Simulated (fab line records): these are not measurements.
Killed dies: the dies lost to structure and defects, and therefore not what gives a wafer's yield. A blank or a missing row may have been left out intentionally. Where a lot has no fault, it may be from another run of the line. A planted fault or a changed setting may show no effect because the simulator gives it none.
Matching of chambers	flow n5_finfet	pecvd-04 running N5_BEOL_M8_DEP_56: 3 sister chambers
The step deposits SiCN from 3MS/NH3, target thk 10 nm, time 17.5 s. 6 wafers are shown with their chamber, then 7 later ones without.

EACH WAFER AND ITS CHAMBER
wafer	chamber	showerhead_vpp_V (V)	showerhead_plenum_p_Torr (Torr)
L081.3	2	997	3.650
L081.5	1	952	3.654
L090.1	1	959	3.650
L090.6	0	819	3.660
L094.2	2	996	3.646
L094.5	0	818	3.670

WAFERS MISSING THEIR CHAMBER
wafer	showerhead_vpp_V (V)	showerhead_plenum_p_Torr (Torr)
L094.6	955	3.652
L095.2	819	3.667
L095.5	961	3.652
L095.6	812	3.664
L096.1	965	3.647
L096.3	828	3.662
L096.4	962	3.650

CHAMBER TAKEN BY EACH
wafer	from the rows above	in truth
L094.6	1	1
L095.2	0	0
L095.5	1	1
L095.6	0	0
L096.1	1	1
L096.3	0	0
L096.4	1	1
Placed correctly: 7 of 7. Can't be placed from these rows: 0. Placed wrongly: 0.
How it was worked out, from the rows above alone: a wafer's distance from a chamber is the root of the sum, over the readings, of the square of ((its reading less the chamber's mean) divided by the reading's scatter). The wafer belongs to the nearest chamber; if the next one is less than 2 further off, it can't be placed. A chamber's mean is the mean of its shown wafers. The scatter is the square root of a quotient: the sum, over the shown wafers, of each reading's squared deviation from its chamber's mean, divided by wafers minus chambers.
